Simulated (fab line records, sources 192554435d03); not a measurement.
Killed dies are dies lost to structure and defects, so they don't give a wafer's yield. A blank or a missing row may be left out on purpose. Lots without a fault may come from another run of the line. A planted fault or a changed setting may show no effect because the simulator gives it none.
fab line records | flow n5_finfet
record lots=24 wafers=72 last_day=18
route steps=1938 shown MOL_CONTACT_COAG@573
lots that met no fault: from a run of the same line without faults
start_h: hours from the record's first day to the start of the lot's first wafer shown | wait_h: hours since the lot's step before | " the same as in the row above | L1.1+2: a row that stands for several wafers | - no value, or no start given | * or withheld: withheld | < > ~ a bound
route shown NAME@n: a module of which the file shows steps, and the number in the route of the first | usual: mean/standard deviation of fault-free wafers | same: alike in all rows | chamber/n: place in a boat | sites: the reading at each site | _std_site: their standard deviation | _edge_site: outer sites' mean less inner sites' | radius_mm: how far each site lies from the wafer's centre | mask NAME#n: copy n | behind: the tool/chamber that last shaped the wafer | hold: why the lot was held/for how many hours/how that ended | device: the transistor (n, p or np) that didn't switch | end of line: the same wafers' tests at the end of the route | a step without rows: its recipe alone | killed: dies lost to structure and defects at the first sort, not the wafer's yield | map: a wafer's dies, x killed, . not, _ none there
set.NAME: the setting as run; set.NAME@STEP: as run at that earlier step | model.NAME: the simulator's own value behind a step, which no gauge read
steps of the route over a sample of lots; a table a step, a row a wafer
services: from which hour (start_h, from the record's first day; less than 0 if before it) a tool's chamber was out of use, for how many hours, and why
## steps
# step N5_MOL_CONTACT_COAG_CD_MEAS_84
# recipe target_cd_nm=25.1 landing_energy_ev=500 detector=se_inlens polarity=opening
# usual cd_nm=25.08/0.26
# columns lot.wafer tool chamber start_h wait_h cd_nm
L074.2 cd_sem-01 0 98.61 - 25.29
L074.4 " 0 " " 25.02
L074.5 " 0 " " 25.38
L075.1 cd_sem-02 0 102.11 - 24.97
L075.4 " 0 " " 25.30
L075.6 " 0 " " 24.80
L076.2 cd_sem-03 0 105.60 - 24.95
L076.5 " 0 " " 25.42
L076.6 " 0 " " 25.24
L077.1 cd_sem-02 0 116.06 - 25.31
L077.4 " 0 " " 25.16
L077.6 " 0 " " 25.24
L078.1 cd_sem-02 0 116.99 - 25.58
L078.3 " 0 " " 25.08
L078.6 " 0 " " 24.69
L079.1 cd_sem-02 0 128.46 - 25.52
L079.2 " 0 " " 25.19
L079.3 " 0 " " 25.27
L080.3 cd_sem-02 0 137.19 - 25.16
L080.4 " 0 " " 25.45
L080.5 " 0 " " 25.97
L081.1 cd_sem-02 0 144.98 - 25.23
L081.5 " 0 " " 25.24
L081.6 " 0 " " 25.20
L082.1 cd_sem-03 0 154.92 - 25.12
L082.5 " 0 " " 24.91
L082.6 " 0 " " 24.98
L083.2 cd_sem-02 0 161.40 - 25.12
L083.3 " 0 " " 25.85
L083.4 " 0 " " 25.08
L085.1 cd_sem-01 0 161.99 - 25.22
L085.3 " 0 " " 24.89
L085.4 " 0 " " 25.23
L084.1 cd_sem-01 0 164.92 - 24.90
L084.2 " 0 " " 25.14
L084.3 " 0 " " 24.97
L086.1 cd_sem-03 0 173.20 - 24.87
L086.3 " 0 " " 24.57
L086.5 " 0 " " 24.94
L088.1 cd_sem-02 0 185.00 - 24.94
L088.2 " 0 " " 25.86
L088.5 " 0 " " 25.12
L087.3 cd_sem-03 0 186.66 - 25.28
L087.4 " 0 " " 25.17
L087.5 " 0 " " 25.33
L089.1 cd_sem-02 0 195.69 - 24.86
L089.4 " 0 " " 25.30
L089.6 " 0 " " 24.92
L090.1 cd_sem-02 0 204.60 - 24.76
L090.2 " 0 " " 25.34
L090.3 " 0 " " 25.34
L091.1 cd_sem-03 0 209.69 - 24.90
L091.3 " 0 " " 25.21
L091.6 " 0 " " 25.09
L092.1 cd_sem-01 0 220.12 - 24.87
L092.4 " 0 " " 25.09
L092.6 " 0 " " 24.99
L094.1 cd_sem-01 0 220.65 - 25.30
L094.2 " 0 " " 24.55
L094.5 " 0 " " 25.05
L093.3 cd_sem-02 0 222.97 - 24.96
L093.4 " 0 " " 24.88
L093.5 " 0 " " 25.30
L095.1 cd_sem-02 0 228.52 - 25.21
L095.2 " 0 " " 24.80
L095.5 " 0 " " 25.00
L096.1 cd_sem-02 0 232.31 - 24.62
L096.2 " 0 " " 25.01
L096.6 " 0 " " 25.21
L097.1 cd_sem-01 0 242.81 - 25.04
L097.3 " 0 " " 25.09
L097.5 " 0 " " 25.12
# step N5_MOL_CONTACT_COAG_OVL_MEAS_41
# recipe points_per_wafer=522
# usual VD_OVL=-0.2/0.8
# columns lot.wafer tool chamber start_h wait_h VD_OVL[nm]
L074.2 overlay-01 0 100.31 0.0 0.3
L074.4 " 0 " " -0.7
L074.5 " 0 " " 0.6
L075.1 overlay-01 0 103.39 0.0 -1.0
L075.4 " 0 " " -0.3
L075.6 " 0 " " 0.0
L076.2 overlay-01 0 107.17 0.0 -0.1
L076.5 " 0 " " 0.6
L076.6 " 0 " " 0.5
L077.1 overlay-02 0 117.37 0.0 1.0
L077.4 " 0 " " -0.4
L077.6 " 0 " " 0.3
L078.1 overlay-01 0 118.39 0.0 0.5
L078.3 " 0 " " -0.3
L078.6 " 0 " " -2.4
L079.1 overlay-02 0 129.74 0.0 -0.6
L079.2 " 0 " " -0.1
L079.3 " 0 " " 0.0
L080.3 overlay-02 0 138.47 0.0 0.1
L080.4 " 0 " " 0.5
L080.5 " 0 " " -0.4
L081.1 overlay-01 0 146.40 0.0 -2.1
L081.5 " 0 " " -1.8
L081.6 " 0 " " -0.4
L082.1 overlay-01 0 156.34 0.0 -0.7
L082.5 " 0 " " -1.0
L082.6 " 0 " " 0.2
L083.2 overlay-02 0 162.68 0.0 0.7
L083.3 " 0 " " -0.1
L083.4 " 0 " " -0.6
L085.1 overlay-01 0 163.43 0.0 0.5
L085.3 " 0 " " 0.9
L085.4 " 0 " " 1.5
L084.1 overlay-01 0 170.73 0.1 -0.9
L084.2 " 0 " " -0.3
L084.3 " 0 " " -1.3
L086.1 overlay-01 0 175.66 0.0 1.1
L086.3 " 0 " " 0.6
L086.5 " 0 " " -0.1
L088.1 overlay-01 0 186.87 0.0 0.8
L088.2 " 0 " " 0.7
L088.5 " 0 " " 0.2
L087.3 overlay-01 0 188.42 0.0 -1.7
L087.4 " 0 " " -1.4
L087.5 " 0 " " -1.4
L089.1 overlay-02 0 197.19 0.0 -1.4
L089.4 " 0 " " -1.3
L089.6 " 0 " " -0.7
L090.1 overlay-02 0 206.70 0.0 0.4
L090.2 " 0 " " 0.8
L090.3 " 0 " " 0.5
L091.1 overlay-02 0 211.22 0.0 1.0
L091.3 " 0 " " 0.6
L091.6 " 0 " " -0.5
L092.1 overlay-02 0 221.76 0.0 0.9
L092.4 " 0 " " 0.9
L092.6 " 0 " " 0.0
L094.1 overlay-02 0 222.34 0.0 0.7
L094.2 " 0 " " 0.6
L094.5 " 0 " " 0.2
L093.3 overlay-01 0 224.39 0.0 0.0
L093.4 " 0 " " 0.7
L093.5 " 0 " " 0.0
L095.1 overlay-01 0 229.97 0.0 -1.6
L095.2 " 0 " " -1.1
L095.5 " 0 " " -1.9
L096.1 overlay-02 0 233.81 0.0 -0.6
L096.2 " 0 " " 0.1
L096.6 " 0 " " -0.2
L097.1 overlay-02 0 244.26 0.0 -0.2
L097.3 " 0 " " 0.3
L097.5 " 0 " " 0.4
# step N5_MOL_CONTACT_COAG_ETCH_65
# recipe chemistry=N2/H2 target=underlayer target_depth_a=130 mask_material=CAR-EUV time_s=10.4 ion_energy_ev=200 pressure_mtorr=30 source_w=840 bias_w=150 n2_flow_sccm=200 h2_flow_sccm=200 ends=cleared
# usual bias_w=150.0/0.45 drypump_motor_current_A=5.9/0.51 etch_rf_on_time_s=10.27/0.26 oes_product_au=0.68/0.066 rf_vpp_V=525.7/2.3 showerhead_plenum_p_Torr=2.61/0.085 throttle_valve_pct=17.8/0.3
# columns lot.wafer tool chamber start_h wait_h bias_w drypump_motor_current_A etch_rf_on_time_s oes_product_au rf_hours_counter_h rf_vpp_V showerhead_plenum_p_Torr throttle_valve_pct
L074.2 rie_diel-06 0 100.43 0.0 149.7 6.3 10.23 0.64 173 525.0 2.65 18.2
L074.4 " 1 " " 150.2 6.5 9.77 0.78 21 527.3 2.69 17.6
L074.5 " 1 " " 150.3 6.5 9.80 0.77 - 528.0 2.69 17.5
L075.1 rie_diel-04 2 103.83 0.0 149.9 6.3 10.08 0.73 63 529.2 2.72 17.9
L075.4 " 3 " " 150.0 6.3 10.05 0.74 51 525.4 2.61 17.7
L075.6 " 1 " " 150.1 5.8 10.69 0.59 - 526.5 2.64 17.8
L076.2 rie_diel-04 1 107.62 0.0 149.9 5.8 10.68 0.59 205 525.1 2.64 17.8
L076.5 " 0 " " 149.9 5.0 10.30 0.78 - 521.8 2.46 17.6
L076.6 " 1 " " 149.6 5.8 10.72 0.60 - 526.6 2.64 17.8
L077.1 rie_diel-06 1 117.50 0.0 149.3 6.5 9.90 0.76 26 527.5 2.69 17.6
L077.4 " 3 " " 149.8 5.0 10.43 0.65 158 526.9 2.66 18.0
L077.6 " 2 " " 149.8 5.9 10.31 0.59 - 522.1 2.47 17.6
L078.1 rie_diel-04 1 118.52 0.0 150.6 5.8 10.84 0.59 209 526.3 2.64 17.8
L078.3 " 0 " " 149.9 5.0 10.35 0.77 31 522.8 2.45 17.6
L078.6 " 1 " " 150.3 5.8 10.79 0.59 - 525.0 2.64 17.8
L079.1 rie_diel-05 0 129.92 0.0 150.0 6.2 10.44 0.77 13 527.4 2.68 17.3
L079.2 " 2 " " 150.2 5.5 10.09 0.74 63 522.9 2.48 17.5
L079.3 " 3 " " 149.6 5.9 10.47 0.62 201 526.7 2.60 17.3
L080.3 rie_diel-04 3 138.69 0.0 150.2 6.3 10.18 0.73 63 523.2 2.60 17.7
L080.4 " 2 " " 149.5 6.3 10.01 0.71 75 525.9 2.71 18.0
L080.5 " 3 " " 149.8 6.3 10.18 0.73 - 525.3 2.60 17.7
L081.1 rie_diel-05 1 146.53 0.0 149.7 5.8 10.13 0.65 137 525.8 2.66 18.3
L081.5 " 1 " " 150.2 5.8 10.19 0.65 - 526.1 2.66 18.3
L081.6 " 0 " " 150.3 6.2 10.45 0.77 - 528.9 2.68 17.3
L082.1 rie_diel-04 0 156.47 0.0 150.0 5.0 10.18 0.76 43 520.7 2.45 17.7
L082.5 " 3 " " 149.9 6.3 9.98 0.73 - 524.5 2.60 17.7
L082.6 " 2 " " 150.8 6.3 10.06 0.71 - 526.0 2.71 18.0
L083.2 rie_diel-06 3 162.80 0.0 150.1 5.0 10.37 0.64 170 526.9 2.66 18.0
L083.3 " 0 " " 149.4 6.3 10.45 0.61 197 526.2 2.64 18.2
L083.4 " 1 " " 150.6 6.5 9.65 0.76 - 528.5 2.68 17.6
L085.1 rie_diel-04 1 163.58 0.0 149.4 5.8 10.80 0.58 224 525.8 2.63 17.8
L085.3 " 0 " " 150.5 5.0 10.33 0.75 46 522.1 2.45 17.7
L085.4 " 2 " " 150.0 6.3 10.15 0.70 83 527.1 2.71 18.0
L084.1 rie_diel-06 3 171.61 0.0 150.0 5.0 10.62 0.63 171 526.8 2.66 18.0
L084.2 " 1 " " 150.2 6.5 9.92 0.74 46 527.9 2.68 17.6
L084.3 " 0 " " 150.1 6.4 10.58 0.61 199 526.8 2.64 18.2
L086.1 rie_diel-05 2 175.79 0.0 150.4 5.4 10.09 0.73 73 521.7 2.48 17.5
L086.3 " 3 " " 150.4 5.8 10.44 0.61 217 526.8 2.60 17.3
L086.5 " 1 " " 150.7 5.8 10.27 0.64 - 527.4 2.65 18.3
L088.1 rie_diel-06 0 187.02 0.0 149.4 6.3 10.48 0.62 204 527.8 2.64 18.2
L088.2 " 2 " " 149.5 5.9 10.37 0.82 3 522.8 2.47 17.2
L088.5 " 0 " " 150.0 6.3 10.58 0.61 - 526.4 2.64 18.2
L087.3 rie_diel-04 1 188.56 0.0 150.5 5.8 10.90 0.57 231 525.4 2.63 17.9
L087.4 " 3 " " 150.2 6.3 10.13 0.72 79 524.1 2.60 17.7
L087.5 " 2 " " 150.5 6.3 10.10 0.70 - 528.5 2.71 18.0
L089.1 rie_diel-04 3 197.44 0.0 149.3 6.2 9.98 0.72 83 525.6 2.59 17.8
L089.4 " 1 " " 150.1 5.8 10.72 0.57 235 525.5 2.63 17.9
L089.6 " 0 " " 150.1 5.0 10.13 0.75 - 522.0 2.44 17.7
L090.1 rie_diel-05 0 207.13 0.0 150.6 6.2 10.51 0.73 41 529.0 2.67 17.3
L090.2 " 3 " " 149.9 5.9 10.45 0.60 228 524.6 2.59 17.3
L090.3 " 2 " " 150.5 5.5 10.09 0.71 85 521.3 2.47 17.5
L091.1 rie_diel-05 2 211.34 0.0 149.6 5.4 10.16 0.71 86 521.1 2.47 17.6
L091.3 " 0 " " 151.0 6.2 10.61 0.73 42 529.2 2.67 17.3
L091.6 " 3 " " 150.7 5.9 10.48 0.60 - 523.9 2.59 17.3
L092.1 rie_diel-06 0 221.96 0.0 149.5 6.3 10.54 0.61 215 526.6 2.63 18.2
L092.4 " 2 " " 149.8 5.9 10.32 0.79 14 523.5 2.46 17.2
L092.6 " 0 " " 150.3 6.4 10.44 0.62 - 525.7 2.63 18.2
L094.1 rie_diel-06 3 222.47 0.0 150.1 5.1 10.51 0.62 188 527.2 2.65 18.0
L094.2 " 1 " " 150.1 6.5 9.93 0.72 61 529.0 2.67 17.6
L094.5 " 0 " " 150.1 6.3 10.49 0.61 - 525.2 2.63 18.2
L093.3 rie_diel-06 3 224.70 0.0 150.2 5.0 10.38 0.63 188 525.6 2.65 18.0
L093.4 " 2 " " 149.9 5.9 10.21 0.80 15 524.0 2.46 17.2
L093.5 " 2 " " 150.2 5.9 10.28 0.80 - 523.6 2.46 17.2
L095.1 rie_diel-04 3 230.54 0.0 150.6 6.3 10.05 0.70 95 524.9 2.59 17.8
L095.2 " 0 " " 150.5 5.0 10.14 0.74 65 521.4 2.44 17.7
L095.5 " 1 " " 150.1 5.8 10.72 0.57 - 525.5 2.62 17.9
L096.1 rie_diel-06 2 233.94 0.0 150.6 5.9 10.26 0.78 18 521.0 2.46 17.2
L096.2 " 3 " " 150.5 5.0 10.26 0.63 192 526.4 2.65 18.0
L096.6 " 1 " " 149.4 6.5 9.84 0.72 - 527.4 2.67 17.7
L097.1 rie_diel-05 1 244.39 0.0 149.6 5.8 10.02 0.64 172 527.3 2.64 18.3
L097.3 " 0 " " 150.5 6.2 10.38 0.72 56 527.2 2.66 17.4
L097.5 " 0 " " 149.7 6.3 10.36 0.72 - 528.0 2.66 17.3
# step N5_MOL_CONTACT_COAG_ALD_133
# recipe material=SiO2 target_thk_a=50 temp_c=100 ald_precursor_family=BDEAS ald_co_reactant=O2-plasma pulse_time_s=1 co_reactant_pulse_time_s=1 purge_time_s=2 co_reactant_purge_time_s=2 ald_cycles=35 pressure_torr=2
# usual heater_power_w=79/12 precursor_pulse_height_rel=1.001/0.018
# same purge_time_s=2
# columns lot.wafer tool chamber start_h wait_h heater_power_w precursor_pulse_height_rel since_wet_clean_h
L074.2 ald_sin-01 1 100.53 0.1 55 1.005 290
L074.4 " 2 " " 65 1.001 290
L074.5 " 1 " " 55 0.977 -
L075.1 ald_sin-01 0 104.40 0.5 87 0.997 294
L075.4 " 2 " " 66 1.025 294
L075.6 " 0 " " 86 0.994 -
L076.2 ald_sin-03 3 107.83 0.2 77 1.004 100
L076.5 " 1 " " 88 1.020 -
L076.6 " 2 " " 67 0.975 -
L077.1 ald_sin-01 2 117.60 0.1 66 1.020 307
L077.4 " 1 " " 56 1.000 307
L077.6 " 2 " " 66 0.988 -
L078.1 ald_sin-03 1 118.62 0.1 90 0.976 111
L078.3 " 2 " " 65 1.000 111
L078.6 " 2 " " 66 0.996 -
L079.1 ald_sin-01 2 130.02 0.1 68 0.989 319
L079.2 " 1 " " 56 0.973 319
L079.3 " 0 " " 85 1.000 319
L080.3 ald_sin-01 3 138.79 0.1 100 1.014 328
L080.4 " 0 " " 88 0.975 328
L080.5 " 1 " " 55 1.008 -
L081.1 ald_sin-01 2 146.63 0.1 65 1.016 336
L081.5 " 3 " " 100 0.970 -
L081.6 " 0 " " 85 1.016 -
L082.1 ald_sin-01 3 156.57 0.1 101 1.022 346
L082.5 " 1 " " 56 1.007 -
L082.6 " 0 " " 88 0.998 -
L083.2 ald_sin-02 2 162.90 0.1 77 1.015 261
L083.3 " 0 " " 83 0.988 261
L083.4 " 3 " " 82 1.028 261
L085.1 ald_sin-03 2 163.68 0.1 65 1.022 156
L085.3 " 3 " " 80 0.991 156
L085.4 " 0 " " 85 0.983 156
L084.1 ald_sin-02 3 172.01 0.4 82 1.021 270
L084.2 " 2 " " 81 0.989 270
L084.3 " 0 " " 84 1.019 270
L086.1 ald_sin-03 2 175.89 0.1 67 1.041 168
L086.3 " 3 " " 80 1.002 168
L086.5 " 2 " " 65 1.018 -
L088.1 ald_sin-03 0 187.29 0.2 87 1.018 180
L088.2 " 3 " " 80 1.027 180
L088.5 " 3 " " 78 0.971 -
L087.3 ald_sin-02 0 188.66 0.1 83 1.023 286
L087.4 " 3 " " 82 0.995 286
L087.5 " 0 " " 84 1.018 -
L089.1 ald_sin-03 2 198.07 0.6 66 0.978 190
L089.4 " 0 " " 84 0.966 190
L089.6 " 3 " " 80 1.022 -
L090.1 ald_sin-01 0 207.23 0.1 85 1.008 15
L090.2 " 1 " " 53 0.986 15
L090.3 " 3 " " 102 0.998 15
L091.1 ald_sin-02 0 211.71 0.3 84 0.996 309
L091.3 " 3 " " 81 0.989 309
L091.6 " 2 " " 82 0.992 -
L092.1 ald_sin-03 3 222.06 0.1 79 0.993 214
L092.4 " 1 " " 86 1.012 214
L092.6 " 3 " " 79 0.973 -
L094.1 ald_sin-02 1 222.65 0.1 70 1.019 320
L094.2 " 2 " " 81 0.997 320
L094.5 " 0 " " 84 1.006 -
L093.3 ald_sin-01 3 224.80 0.1 100 1.003 32
L093.4 " 1 " " 53 1.019 32
L093.5 " 3 " " 99 0.975 -
L095.1 ald_sin-03 1 230.64 0.1 89 0.992 223
L095.2 " 2 " " 67 1.026 223
L095.5 " 1 " " 88 0.991 -
L096.1 ald_sin-03 0 234.04 0.1 82 0.999 226
L096.2 " 2 " " 65 0.998 226
L096.6 " 2 " " 65 1.028 -
L097.1 ald_sin-02 2 244.83 0.4 78 0.975 342
L097.3 " 1 " " 71 1.018 342
L097.5 " 1 " " 72 1.008 -
# step N5_MOL_CONTACT_COAG_ETCH_48
# recipe chemistry=C4F6/O2 target_depth_a=150 overetch_a=45 mask_material=SOC target=SiOC bias_w=465 pressure_mtorr=10 time_s=17 source_w=335 Ar_flow_sccm=300 C4F6_flow_sccm=10 O2_flow_sccm=10 ion_energy_ev=576
# usual bias_w=465.1/1.5 drypump_motor_current_A=5.9/0.44 mfc_ar_sccm=300.0/0.88 oes_product_au=0.67/0.072 rf_vpp_V=1593/20 showerhead_plenum_p_Torr=2.91/0.082 throttle_valve_pct=40.4/0.76
# columns lot.wafer tool chamber start_h wait_h bias_w drypump_motor_current_A mfc_ar_sccm oes_product_au rf_hours_counter_h rf_vpp_V showerhead_plenum_p_Torr throttle_valve_pct
L074.2 rie_diel-04 1 100.93 0.0 463.0 5.8 300.0 0.60 202 1580 2.94 40.3
L074.4 " 0 " " 462.3 5.0 300.2 0.77 24 1584 2.79 41.5
L074.5 " 3 " " 466.5 6.3 299.0 0.70 - 1597 2.88 40.1
L075.1 rie_diel-04 2 104.94 0.0 466.0 6.3 300.3 0.65 63 1587 3.01 40.0
L075.4 " 1 " " 465.9 5.8 299.4 0.62 204 1579 2.94 40.3
L075.6 " 0 " " 467.8 5.0 299.0 0.76 - 1584 2.79 41.4
L076.2 rie_diel-05 2 108.31 0.0 462.5 5.4 301.6 0.78 56 1615 2.77 40.1
L076.5 " 3 " " 464.0 5.9 299.6 0.62 - 1588 2.92 39.2
L076.6 " 2 " " 464.2 5.5 302.2 0.78 - 1614 2.77 40.1
L077.1 rie_diel-04 3 118.01 0.0 465.6 6.3 300.1 0.79 56 1596 2.87 40.1
L077.4 " 2 " " 467.3 6.2 299.0 0.73 68 1587 3.00 40.0
L077.6 " 2 " " 466.1 6.3 299.3 0.72 - 1588 3.00 40.0
L078.1 rie_diel-05 0 119.02 0.0 464.1 6.2 300.6 0.77 10 1577 3.00 39.8
L078.3 " 3 " " 466.3 5.9 300.5 0.62 197 1587 2.92 39.2
L078.6 " 0 " " 463.7 6.2 301.4 0.78 - 1578 3.00 39.8
L079.1 rie_diel-04 2 130.42 0.0 463.7 6.2 300.0 0.70 72 1586 3.00 40.0
L079.2 " 1 " " 467.2 5.8 299.9 0.57 213 1580 2.93 40.2
L079.3 " 3 " " 465.7 6.3 298.7 0.70 60 1596 2.87 40.1
L080.3 rie_diel-05 0 139.20 0.0 464.0 6.2 298.6 0.68 17 1578 3.00 39.8
L080.4 " 3 " " 466.4 5.9 299.3 0.56 - 1588 2.91 39.2
L080.5 " 0 " " 465.4 6.2 299.2 0.69 - 1577 3.00 39.8
L081.1 rie_diel-04 0 147.23 0.0 464.7 5.0 299.1 0.79 40 1584 2.79 41.5
L081.5 " 2 " " 464.1 6.3 301.4 0.69 - 1586 3.00 40.0
L081.6 " 1 " " 463.5 5.8 297.9 0.64 - 1580 2.93 40.3
L082.1 rie_diel-04 2 156.98 0.0 465.7 6.3 299.8 0.66 79 1586 3.00 40.0
L082.5 " 3 " " 461.5 6.2 300.5 0.68 - 1597 2.87 40.1
L082.6 " 2 " " 462.7 6.3 300.0 0.74 - 1584 3.00 40.0
L083.2 rie_diel-04 0 163.43 0.0 464.7 5.0 299.6 0.64 46 1584 2.78 41.4
L083.3 " 1 " " 466.4 5.8 300.0 0.61 224 1579 2.93 40.3
L083.4 " 3 " " 464.5 6.3 299.9 0.72 71 1596 2.87 40.1
L085.1 rie_diel-04 3 164.08 0.0 463.2 6.3 299.7 0.70 72 1595 2.87 40.1
L085.3 " 1 " " 464.1 5.8 300.6 0.57 224 1580 2.93 40.3
L085.4 " 0 " " 463.2 5.0 300.6 0.81 46 1583 2.78 41.5
L084.1 rie_diel-06 3 172.48 0.0 461.8 5.1 299.9 0.69 172 1604 2.93 40.8
L084.2 " 0 " " 464.7 6.3 299.8 0.58 199 1676 2.95 41.1
L084.3 " 1 " " 466.2 6.5 298.6 0.71 46 1566 3.01 40.7
L086.1 rie_diel-05 1 176.46 0.0 466.3 5.8 300.3 0.59 146 1600 2.98 41.7
L086.3 " 0 " " 463.2 6.2 301.0 0.72 30 1577 2.99 39.8
L086.5 " 0 " " 464.1 6.2 300.8 0.72 - 1576 2.99 39.8
L088.1 rie_diel-04 0 187.69 0.0 464.1 4.9 300.6 0.70 53 1583 2.78 41.5
L088.2 " 3 " " 465.0 6.3 301.0 0.70 79 1595 2.86 40.1
L088.5 " 2 " " 466.5 6.2 299.2 0.67 - 1585 2.99 40.0
L087.3 rie_diel-06 1 189.14 0.0 466.2 6.5 300.4 0.67 52 1566 3.00 40.7
L087.4 " 2 " " 465.9 5.9 299.9 0.89 4 1585 2.80 40.5
L087.5 " 2 " " 464.4 5.9 300.4 0.86 - 1586 2.80 40.5
L089.1 rie_diel-05 1 198.48 0.0 469.9 5.8 299.3 0.67 154 1600 2.97 41.7
L089.4 " 0 " " 466.0 6.2 299.1 0.71 38 1576 2.99 39.8
L089.6 " 1 " " 467.9 5.8 300.0 0.68 - 1600 2.97 41.7
L090.1 rie_diel-05 2 207.66 0.0 464.9 5.5 301.0 0.68 85 1615 2.76 40.1
L090.2 " 3 " " 465.8 5.9 300.5 0.58 228 1587 2.90 39.2
L090.3 " 1 " " 465.5 5.8 301.0 0.62 158 1600 2.97 41.7
L091.1 rie_diel-05 3 212.11 0.0 464.1 5.9 299.7 0.58 229 1588 2.90 39.3
L091.3 " 1 " " 466.3 5.8 301.8 0.66 159 1599 2.97 41.8
L091.6 " 3 " " 465.4 5.9 299.6 0.57 - 1588 2.90 39.3
L092.1 rie_diel-05 2 222.47 0.0 465.2 5.4 300.8 0.70 89 1614 2.75 40.1
L092.4 " 0 " " 465.6 6.2 299.4 0.76 46 1576 2.99 39.8
L092.6 " 2 " " 466.8 5.4 302.6 0.71 - 1612 2.75 40.2
L094.1 rie_diel-05 2 223.07 0.0 465.9 5.4 300.5 0.73 89 1614 2.75 40.2
L094.2 " 1 " " 463.9 5.9 299.6 0.62 163 1599 2.97 41.7
L094.5 " 0 " " 464.5 6.2 300.1 0.70 - 1576 2.99 39.8
L093.3 rie_diel-05 2 225.21 0.0 463.5 5.4 299.6 0.69 89 1614 2.75 40.1
L093.4 " 3 " " 464.9 5.8 300.0 0.64 233 1587 2.90 39.3
L093.5 " 0 " " 464.3 6.2 298.8 0.77 - 1577 2.98 39.8
L095.1 rie_diel-05 3 231.09 0.0 465.9 5.9 300.1 0.56 235 1587 2.90 39.2
L095.2 " 0 " " 463.8 6.2 300.5 0.66 50 1577 2.98 39.8
L095.5 " 0 " " 464.4 6.2 300.0 0.67 - 1576 2.98 39.8
L096.1 rie_diel-06 1 234.44 0.0 465.3 6.5 299.9 0.67 66 1567 3.00 40.7
L096.2 " 0 " " 463.1 6.3 300.7 0.60 220 1674 2.94 41.1
L096.6 " 1 " " 464.3 6.5 299.1 0.64 - 1565 3.00 40.7
L097.1 rie_diel-06 2 245.24 0.0 464.4 5.9 298.5 0.69 21 1584 2.80 40.5
L097.3 " 1 " " 464.6 6.5 299.3 0.64 69 1566 2.99 40.7
L097.5 " 2 " " 465.4 5.9 299.9 0.73 - 1585 2.80 40.5
# step N5_MOL_CONTACT_COAG_CVD_140
# recipe material=W target_thk_a=665 mode=selective_fill temp_c=300 time_s=215
# usual heater_power_w=494/58
# columns lot.wafer tool chamber start_h wait_h heater_power_w since_wet_clean_h
L074.2 cvd_w-01 0 101.34 0.1 495 269
L074.4 " 0 " " 489 -
L074.5 " 1 " " 607 -
L075.1 cvd_w-02 1 105.36 0.1 453 787
L075.4 " 1 " " 450 -
L075.6 " 0 " " 464 -
L076.2 cvd_w-01 0 108.72 0.1 488 277
L076.5 " 1 " " 593 -
L076.6 " 0 " " 492 -
L077.1 cvd_w-02 0 118.42 0.1 453 800
L077.4 " 1 " " 447 -
L077.6 " 1 " " 441 -
L078.1 cvd_w-01 1 119.44 0.1 582 287
L078.3 " 1 " " 591 -
L078.6 " 1 " " 601 -
L079.1 cvd_w-01 1 130.83 0.1 595 299
L079.2 " 0 " " 496 299
L079.3 " 1 " " 598 -
L080.3 cvd_w-01 0 139.73 0.1 483 -
L080.4 " 1 " " 596 -
L080.5 " 0 " " 473 -
L081.1 cvd_w-01 0 147.65 0.1 479 316
L081.5 " 0 " " 474 -
L081.6 " 1 " " 599 -
L082.1 cvd_w-01 0 157.39 0.1 490 325
L082.5 " 0 " " 485 -
L082.6 " 1 " " 597 -
L083.2 cvd_w-02 0 163.86 0.1 463 846
L083.3 " 0 " " 455 -
L083.4 " 1 " " 443 -
L085.1 cvd_w-01 0 164.50 0.1 495 333
L085.3 " 0 " " 483 -
L085.4 " 1 " " 600 -
L084.1 cvd_w-02 0 172.92 0.1 464 855
L084.2 " 1 " " 452 855
L084.3 " 0 " " 453 -
L086.1 cvd_w-02 1 176.87 0.1 448 859
L086.3 " 0 " " 464 -
L086.5 " 0 " " 440 -
L088.1 cvd_w-01 0 188.11 0.1 503 356
L088.2 " 1 " " 587 356
L088.5 " 1 " " 586 -
L087.3 cvd_w-02 0 189.64 0.1 455 -
L087.4 " 1 " " 444 -
L087.5 " 1 " " 450 -
L089.1 cvd_w-02 1 198.89 0.1 450 881
L089.4 " 0 " " 452 -
L089.6 " 0 " " 466 -
L090.1 cvd_w-02 1 208.08 0.1 450 890
L090.2 " 0 " " 454 890
L090.3 " 0 " " 452 -
L091.1 cvd_w-02 0 212.53 0.1 461 895
L091.3 " 1 " " 449 -
L091.6 " 1 " " 458 -
L092.1 cvd_w-02 1 222.90 0.1 457 905
L092.4 " 1 " " 463 -
L092.6 " 0 " " 457 -
L094.1 cvd_w-01 0 223.48 0.1 486 392
L094.2 " 1 " " 597 392
L094.5 " 0 " " 477 -
L093.3 cvd_w-02 1 225.74 0.1 449 -
L093.4 " 0 " " 450 -
L093.5 " 0 " " 453 -
L095.1 cvd_w-02 0 231.52 0.1 465 914
L095.2 " 1 " " 446 914
L095.5 " 1 " " 440 -
L096.1 cvd_w-02 0 234.85 0.1 461 917
L096.2 " 1 " " 457 917
L096.6 " 1 " " 463 -
L097.1 cvd_w-01 0 245.65 0.1 487 414
L097.3 " 1 " " 606 -
L097.5 " 1 " " 594 -
## services
# columns tool chamber start_h hours kind
ald_sin-01 3 79.10 6.3 repair
ald_sin-03 - 95.80 0.5 repair
rie_diel-05 2 133.03 8.9 repair
rie_diel-04 - 137.93 0.3 repair
ald_sin-03 3 142.01 13.5 repair
rie_diel-06 2 146.63 - clean
rie_diel-06 2 146.63 18.4 scheduled_down
rie_diel-06 2 146.63 18.4 vent_cycle
cvd_w-01 0 169.48 2.5 repair
rie_diel-06 - 176.36 0.6 repair
ald_sin-01 - 178.72 14.0 pm
ald_sin-01 0 178.72 14.0 vent_cycle
ald_sin-01 1 178.72 14.0 vent_cycle
ald_sin-01 2 178.72 14.0 vent_cycle
cvd_w-01 - 203.92 14.6 pm
ald_sin-03 3 206.32 3.6 repair
ald_sin-03 - 207.72 6.0 pm
ald_sin-02 1 211.30 8.4 repair
cvd_w-01 - 230.31 2.9 repair
ald_sin-02 2 231.02 9.1 repair
rie_diel-04 1 235.11 - clean
rie_diel-04 1 235.11 - consumable_replace:focus_ring
rie_diel-04 1 235.11 19.4 scheduled_down
rie_diel-04 1 235.11 19.4 vent_cycle
## key
fault none
